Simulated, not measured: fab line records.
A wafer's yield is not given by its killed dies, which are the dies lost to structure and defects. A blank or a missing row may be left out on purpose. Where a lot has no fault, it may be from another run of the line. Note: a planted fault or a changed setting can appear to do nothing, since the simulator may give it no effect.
Matching of chambers || flow n5Finfet || N5_FIN_SAQP_MANDREL1_REMOVE_56 on rieSi-03: 4 sister chambers
The step chemistry HBr/Cl2/O2, target a-Si, stops on SiNx, bt time 10 s. 18 wafers are shown with their chamber, then 9 later ones without.

WAFERS PAIRED WITH THEIR CHAMBERS
{"wafer": "L075.1", "chamber": 2, "throttleValvePct (%)": 36.7, "drypumpMotorCurrentA (A)": 5.8, "oesProductAu (a.u.)": 1.003}
{"wafer": "L075.3", "chamber": 1, "throttleValvePct (%)": 36.9, "drypumpMotorCurrentA (A)": 6.0, "oesProductAu (a.u.)": 1.002}
{"wafer": "L075.5", "chamber": 3, "throttleValvePct (%)": 36.4, "drypumpMotorCurrentA (A)": 5.3, "oesProductAu (a.u.)": 0.969}
{"wafer": "L077.1", "chamber": 2, "throttleValvePct (%)": 36.7, "drypumpMotorCurrentA (A)": 5.8, "oesProductAu (a.u.)": 1.014}
{"wafer": "L077.3", "chamber": 3, "throttleValvePct (%)": 36.4, "drypumpMotorCurrentA (A)": 5.2, "oesProductAu (a.u.)": 0.977}
{"wafer": "L077.6", "chamber": 3, "throttleValvePct (%)": 36.4, "drypumpMotorCurrentA (A)": 5.3, "oesProductAu (a.u.)": 0.977}
{"wafer": "L078.1", "chamber": 0, "throttleValvePct (%)": 37.2, "drypumpMotorCurrentA (A)": 5.3, "oesProductAu (a.u.)": 0.983}
{"wafer": "L078.3", "chamber": 1, "throttleValvePct (%)": 36.9, "drypumpMotorCurrentA (A)": 6.0, "oesProductAu (a.u.)": 0.985}
{"wafer": "L078.6", "chamber": 0, "throttleValvePct (%)": 37.2, "drypumpMotorCurrentA (A)": 5.3, "oesProductAu (a.u.)": 0.992}
{"wafer": "L079.1", "chamber": 0, "throttleValvePct (%)": 37.2, "drypumpMotorCurrentA (A)": 5.3, "oesProductAu (a.u.)": 0.980}
{"wafer": "L079.3", "chamber": 2, "throttleValvePct (%)": 36.7, "drypumpMotorCurrentA (A)": 5.7, "oesProductAu (a.u.)": 0.999}
{"wafer": "L079.6", "chamber": 0, "throttleValvePct (%)": 37.2, "drypumpMotorCurrentA (A)": 5.3, "oesProductAu (a.u.)": 0.986}
{"wafer": "L080.1", "chamber": 2, "throttleValvePct (%)": 36.7, "drypumpMotorCurrentA (A)": 5.7, "oesProductAu (a.u.)": 1.001}
{"wafer": "L080.3", "chamber": 1, "throttleValvePct (%)": 36.8, "drypumpMotorCurrentA (A)": 6.0, "oesProductAu (a.u.)": 0.991}
{"wafer": "L080.5", "chamber": 0, "throttleValvePct (%)": 37.2, "drypumpMotorCurrentA (A)": 5.3, "oesProductAu (a.u.)": 0.983}
{"wafer": "L081.2", "chamber": 2, "throttleValvePct (%)": 36.7, "drypumpMotorCurrentA (A)": 5.8, "oesProductAu (a.u.)": 1.003}
{"wafer": "L081.3", "chamber": 1, "throttleValvePct (%)": 36.8, "drypumpMotorCurrentA (A)": 6.0, "oesProductAu (a.u.)": 0.979}
{"wafer": "L081.5", "chamber": 3, "throttleValvePct (%)": 36.4, "drypumpMotorCurrentA (A)": 5.2, "oesProductAu (a.u.)": 0.987}

SIGNATURES (averages over the wafers above)
{"reading": "throttleValvePct", "chamber 0": 37.200, "chamber 1": 36.850, "chamber 2": 36.700, "chamber 3": 36.400, "scatter within a chamber": 0.0267}
{"reading": "drypumpMotorCurrentA", "chamber 0": 5.300, "chamber 1": 6.000, "chamber 2": 5.760, "chamber 3": 5.250, "scatter within a chamber": 0.0396}
{"reading": "oesProductAu", "chamber 0": 0.98480, "chamber 1": 0.98925, "chamber 2": 1.00400, "chamber 3": 0.97750, "scatter within a chamber": 0.00692}
Rule: a wafer's distance from a chamber is the root of the sum, over the readings, of the square of ((its reading less the chamber's mean) divided by the reading's scatter). The wafer belongs to the nearest chamber; if the next one is less than 2 further off, it can't be placed. The scatter: take each reading less its chamber's mean, square it, sum over the shown wafers, divide by the number of wafers less the number of chambers, and take the root.

WAFERS WHOSE CHAMBER IS MISSING
{"wafer": "L086.1", "throttleValvePct (%)": 37.2, "drypumpMotorCurrentA (A)": 5.3, "oesProductAu (a.u.)": 0.999}
{"wafer": "L086.3", "throttleValvePct (%)": 36.4, "drypumpMotorCurrentA (A)": 5.2, "oesProductAu (a.u.)": 0.969}
{"wafer": "L086.4", "throttleValvePct (%)": 36.7, "drypumpMotorCurrentA (A)": 5.8, "oesProductAu (a.u.)": 0.986}
{"wafer": "L096.1", "throttleValvePct (%)": 36.4, "drypumpMotorCurrentA (A)": 5.2, "oesProductAu (a.u.)": 0.976}
{"wafer": "L096.3", "throttleValvePct (%)": 36.9, "drypumpMotorCurrentA (A)": 6.0, "oesProductAu (a.u.)": 1.000}
{"wafer": "L096.4", "throttleValvePct (%)": 36.7, "drypumpMotorCurrentA (A)": 5.8, "oesProductAu (a.u.)": 0.988}
{"wafer": "L097.2", "throttleValvePct (%)": 37.2, "drypumpMotorCurrentA (A)": 5.3, "oesProductAu (a.u.)": 0.980}
{"wafer": "L097.5", "throttleValvePct (%)": 36.4, "drypumpMotorCurrentA (A)": 5.2, "oesProductAu (a.u.)": 0.982}
{"wafer": "L097.6", "throttleValvePct (%)": 36.7, "drypumpMotorCurrentA (A)": 5.8, "oesProductAu (a.u.)": 0.992}

WHICH CHAMBER EACH WENT THROUGH
{"wafer": "L086.1", "from the rows above": 0, "in truth": 0}
{"wafer": "L086.3", "from the rows above": 3, "in truth": 3}
{"wafer": "L086.4", "from the rows above": 2, "in truth": 2}
{"wafer": "L096.1", "from the rows above": 3, "in truth": 3}
{"wafer": "L096.3", "from the rows above": 1, "in truth": 1}
{"wafer": "L096.4", "from the rows above": 2, "in truth": 2}
{"wafer": "L097.2", "from the rows above": 0, "in truth": 0}
{"wafer": "L097.5", "from the rows above": 3, "in truth": 3}
{"wafer": "L097.6", "from the rows above": 2, "in truth": 2}
Correctly placed: 9 of 9. Can't be placed from these rows: 0. 0 placed wrongly.
